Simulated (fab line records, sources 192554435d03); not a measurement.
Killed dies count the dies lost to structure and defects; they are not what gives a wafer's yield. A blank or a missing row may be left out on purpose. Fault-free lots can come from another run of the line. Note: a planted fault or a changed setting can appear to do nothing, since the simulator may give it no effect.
fab line records	flow n5Finfet	part 2 of 2: steps 5 to 6 of 6
[record] lots = 22	wafers = 66	lastDay = 19
route steps=1938 shown BEOL_M14@1730 BEOL_M15@1795 MIM_BOT@1833
lots that met no fault: taken from a fault-free run of the same line
startH: the number of hours between the record's first day and the start of the first shown wafer of the lot	waitH: hours elapsed since this lot's preceding step	" repeats the value in the row above	L1.1+2: several wafers, shown together as one row	- no value, or no start was given	* or withheld: withheld	< > ~ a bound
route shown NAME@n: NAME is a module with steps in the file, n the number in the route of the first one	usual: mean/standard deviation taken from wafers without a fault	same: alike in all rows	chamber/n: place in a boat	sites: each site's reading	_std_site: standard deviation of those values	_edge_site: outer sites' mean less inner sites'	radiusMm: how far each site lies from the wafer's centre	mask NAME#n: copy n	behind: tool/chamber where the wafer was last shaped	hold: reason for holding the lot/hours on hold/outcome of the hold	device: transistor that didn't switch, given as n, p or np	end of line: the route-end tests of the same wafers	for a step that has no rows: nothing shown but its recipe	killed: count of dies lost to structure and defects at first sort (not the wafer's yield)	map: the dies of a wafer, with x for killed, . for not killed, _ for no die there
set.NAME: the setting the step ran with; set.NAME@STEP: the setting that earlier step ran with	model.NAME: the simulator's own value behind a step, which no gauge read
one table for each step of the route and one row for each wafer, over a sample of lots
services: a tool's chamber out of use, with start hour (startH, from the record's first day; less than 0 if before it), hours out, and reason
[[steps]]
[step N5_BEOL_M15_CMP_49]
[recipe] stopOn = SiO2	tOverpolishS = 4.9	downForcePsi = 2	platenRpm = 80	clearingPlatenDownForcePsi = 2	clearingPlatenRpm = 80	postCmpClean = cuAlkaline	targetThkNm = 850	clearingPlatenPadVelocityMS = 1.5917	padVelocityMS = 1.5917
[usual] barrierFieldEndpointS = 11.34/0.29	clearingPlatenDownForcePsi = 2.000/0.0039	motorCurrentA = 8.2/0.5	overpolishRunS = 4.900/0.0097
lot.wafer	tool	chamber	startH	waitH	barrierFieldEndpointS	clearingPlatenDownForcePsi	motorCurrentA	overpolishRunS
L074.1	cmp-04	0	277.36	0.3	11.64	1.997	7.8	4.900
L074.4	"	2	"	"	11.55	2.006	7.6	4.905
L074.6	"	3	"	"	11.39	1.997	8.6	4.895
L075.1	cmp-02	3	277.70	0.3	11.32	2.007	8.8	4.893
L075.2	"	1	"	"	11.35	2.001	8.0	4.885
L075.6	"	2	"	"	11.50	2.004	8.7	4.895
L078.2	cmp-02	2	327.14	0.2	11.11	2.002	8.8	4.920
L078.3	"	0	"	"	11.04	1.995	7.6	4.907
L078.6	"	2	"	"	11.53	2.001	8.6	4.878
L077.4	cmp-02	0	331.60	0.1	11.00	1.999	7.4	4.903
L077.5	"	0	"	"	11.01	1.999	7.6	4.873
L077.6	"	1	"	"	10.99	1.993	7.6	4.888
L080.2	cmp-01	2	357.85	0.2	11.86	1.993	8.2	4.891
L080.4	"	3	"	"	11.78	2.004	7.9	4.921
L080.5	"	2	"	"	11.79	1.998	8.2	4.899
L079.4	cmp-02	1	358.23	0.1	11.01	2.001	8.0	4.899
L079.1	"	2	"	"	11.24	1.994	9.0	4.891
L079.6	"	2	"	"	11.55	1.997	8.7	4.898
L081.2	cmp-01	2	368.50	0.3	11.28	2.003	8.3	4.893
L081.1	"	3	"	"	11.47	1.998	8.3	4.888
L081.6	"	0	"	"	11.61	2.001	8.4	4.890
L083.2	cmp-02	1	382.08	0.2	11.08	2.001	7.9	4.912
L083.3	"	2	"	"	11.71	2.000	9.7	4.900
L083.6	"	2	"	"	11.97	1.996	9.2	4.884
L085.4	cmp-04	2	389.59	0.2	11.34	1.994	7.3	4.905
L085.1	"	3	"	"	11.25	2.001	8.6	4.909
L085.6	"	2	"	"	11.33	1.998	7.6	4.880
L087.1	cmp-01	0	393.39	0.3	11.54	1.994	8.1	4.912
L087.2	"	1	"	"	11.27	2.000	7.9	4.903
L087.5	"	0	"	"	11.27	1.993	8.1	4.909
L086.4	cmp-02	2	395.37	0.1	11.64	1.999	9.1	4.897
L086.2	"	3	"	"	11.30	2.004	8.6	4.883
L086.5	"	3	"	"	11.60	1.996	9.2	4.896
L089.2	cmp-01	1	400.39	0.2	10.88	1.998	7.8	4.891
L089.3	"	0	"	"	11.02	2.002	8.3	4.890
L089.5	"	2	"	"	11.14	2.004	8.4	4.909
L076.3	cmp-04	1	401.48	0.2	11.79	1.994	8.4	4.896
L076.4	"	3	"	"	11.55	2.001	8.9	4.910
L076.6	"	0	"	"	11.40	1.997	7.4	4.888
L090.2	cmp-02	2	409.25	0.3	11.97	1.989	8.8	4.898
L090.4	"	3	"	"	11.54	2.000	8.9	4.913
L090.6	"	0	"	"	11.52	1.995	7.8	4.901
L091.2	cmp-02	1	426.26	0.3	11.41	1.999	7.8	4.902
L091.6	"	2	"	"	11.80	1.997	9.1	4.917
L091.5	"	3	"	"	11.37	2.001	8.9	4.885
L088.2	cmp-02	2	434.28	0.2	11.34	2.008	8.4	4.904
L088.3	"	3	"	"	11.25	1.998	8.7	4.914
L088.6	"	1	"	"	11.04	2.004	7.6	4.898
L093.2	cmp-02	0	440.36	0.2	11.16	2.006	8.0	4.889
L093.4	"	1	"	"	10.94	2.003	7.6	4.894
L093.6	"	0	"	"	11.04	2.007	7.5	4.916
L092.1	cmp-01	2	440.57	0.3	11.30	2.004	7.7	4.906
L092.4	"	3	"	"	11.58	1.999	8.1	4.897
L092.2	"	0	"	"	11.36	1.999	8.7	4.899
L095.2	cmp-01	3	440.96	0.2	11.24	1.999	7.9	4.895
L095.6	"	3	"	"	11.62	2.000	8.0	4.901
L095.5	"	0	"	"	10.92	2.005	7.9	4.893
L096.2	cmp-02	3	441.13	0.2	11.26	2.000	8.3	4.907
L096.5	"	3	"	"	11.68	1.999	8.7	4.903
L096.6	"	0	"	"	11.43	1.999	8.0	4.898
L094.3	cmp-01	2	443.51	0.2	10.89	2.000	8.1	4.904
L094.4	"	3	"	"	11.29	2.002	8.2	4.907
L094.1	"	1	"	"	11.15	2.000	7.8	4.894
L097.1	cmp-02	1	447.48	0.3	11.00	2.000	7.8	4.893
L097.5	"	0	"	"	10.97	2.000	8.1	4.903
L097.6	"	1	"	"	10.82	1.998	7.7	4.907
[step N5_MIM_BOT_SPUTTER_00]
[recipe] material = TiN	targetThkA = 350	tempC = 200	powerW = 3000	chamberPressurePa = 0.49996	gas = Ar	reactivePartialPa = 0.37997	timeS = 89.7
[usual] substrateTempC = 200.00/0.15	throttleValvePct = 30.2/0.73
lot.wafer	tool	chamber	startH	waitH	substrateTempC	throttleValvePct
L074.1	pvdSputter-01	-	281.03	0.0	199.76	31.0
L074.4	"	-	"	"	200.29	29.1
L074.6	"	-	"	"	200.13	29.1
L075.1	pvdSputter-01	-	281.15	0.0	199.93	30.9
L075.2	"	-	"	"	200.22	29.4
L075.6	"	-	"	"	199.92	31.1
L078.2	pvdSputter-03	-	329.82	0.0	200.41	30.1
L078.3	"	-	"	"	200.18	29.3
L078.6	"	-	"	"	200.17	31.1
L077.4	pvdSputter-01	-	333.25	0.0	200.17	31.2
L077.5	"	-	"	"	199.84	31.0
L077.6	"	-	"	"	200.05	29.4
L080.2	pvdSputter-02	-	359.75	0.0	200.05	30.8
L080.4	"	-	"	"	200.00	31.3
L080.5	"	-	"	"	200.06	29.1
L079.1	pvdSputter-02	-	360.83	0.0	200.06	30.0
L079.4	"	-	"	"	200.01	29.3
L079.6	"	-	"	"	199.81	30.9
L081.1	pvdSputter-03	-	370.21	0.0	200.16	30.2
L081.2	"	-	"	"	200.11	29.4
L081.6	"	-	"	"	200.15	29.7
L083.2	pvdSputter-03	-	384.85	0.0	200.02	29.4
L083.3	"	-	"	"	200.03	30.1
L083.6	"	-	"	"	200.04	30.2
L085.1	pvdSputter-02	-	392.42	0.0	199.80	29.3
L085.4	"	-	"	"	200.02	30.2
L085.6	"	-	"	"	200.02	29.0
L087.1	pvdSputter-03	-	399.69	0.0	200.15	30.1
L087.2	"	-	"	"	200.06	30.9
L087.5	"	-	"	"	200.09	30.3
L086.2	pvdSputter-03	-	400.31	0.0	200.16	31.0
L086.4	"	-	"	"	200.07	29.9
L086.5	"	-	"	"	200.06	31.1
L089.2	pvdSputter-03	-	403.74	0.0	199.88	29.8
L089.3	"	-	"	"	200.29	31.1
L089.5	"	-	"	"	200.03	29.6
L076.3	pvdSputter-01	-	404.13	0.0	199.97	31.2
L076.4	"	-	"	"	200.06	30.8
L076.6	"	-	"	"	199.81	31.0
L090.2	pvdSputter-01	-	411.38	0.0	200.08	29.3
L090.4	"	-	"	"	199.92	29.2
L090.6	"	-	"	"	200.01	31.1
L091.2	pvdSputter-03	-	428.14	0.0	200.42	30.0
L091.5	"	-	"	"	200.01	29.8
L091.6	"	-	"	"	200.15	29.4
L088.2	pvdSputter-01	-	437.35	0.0	199.99	31.2
L088.3	"	-	"	"	200.07	29.1
L088.6	"	-	"	"	200.17	29.3
L093.2	pvdSputter-03	-	442.54	0.0	200.01	29.8
L093.4	"	-	"	"	199.95	30.4
L093.6	"	-	"	"	199.85	29.7
L092.1	pvdSputter-03	-	443.24	0.0	200.02	30.9
L092.2	"	-	"	"	200.01	30.2
L092.4	"	-	"	"	199.66	29.5
L095.2	pvdSputter-03	-	445.60	0.0	199.84	30.2
L095.5	"	-	"	"	199.75	31.1
L095.6	"	-	"	"	199.80	29.6
L096.2	pvdSputter-03	-	445.72	0.0	199.95	31.2
L096.5	"	-	"	"	199.93	31.1
L096.6	"	-	"	"	199.98	29.9
L094.1	pvdSputter-03	-	446.28	0.0	200.14	29.9
L094.3	"	-	"	"	199.98	29.6
L094.4	"	-	"	"	199.92	30.9
L097.1	pvdSputter-01	-	449.27	0.0	199.78	29.5
L097.5	"	-	"	"	200.19	31.0
L097.6	"	-	"	"	199.85	29.5
[[services]]
tool	chamber	startH	hours	kind
cmp-01	-	251.66	1.4	repair
cmp-01	-	253.25	6.7	pm
rieDiel-02	-	257.06	72.1	repair
cmp-01	-	265.31	4.0	pm
rieDiel-04	3	294.15	6.5	repair
cmp-04	-	302.98	17.9	repair
cmp-02	-	308.14	9.1	pm
cmp-04	-	320.92	5.8	pm
rieDiel-03	-	322.81	14.6	pm
rieDiel-02	-	329.20	14.6	pm
rieDiel-06	3	331.95	2.6	repair
rieDiel-04	-	336.59	4.8	repair
rieDiel-06	-	338.02	0.6	repair
rieDiel-01	1	341.15	22.0	repair
rieDiel-06	0	347.58	3.7	repair
rieDiel-05	2	349.12	1.4	repair
cmp-01	-	353.80	0.7	repair
rieDiel-06	-	354.64	4.3	pm
cmp-02	-	361.68	5.7	pm
cmp-01	-	378.88	4.9	pm
rieDiel-05	3	395.52	5.8	repair
cmp-02	-	415.99	4.0	pm
rieDiel-01	2	422.68	5.6	repair
pvdSputter-01	-	430.44	0.9	repair
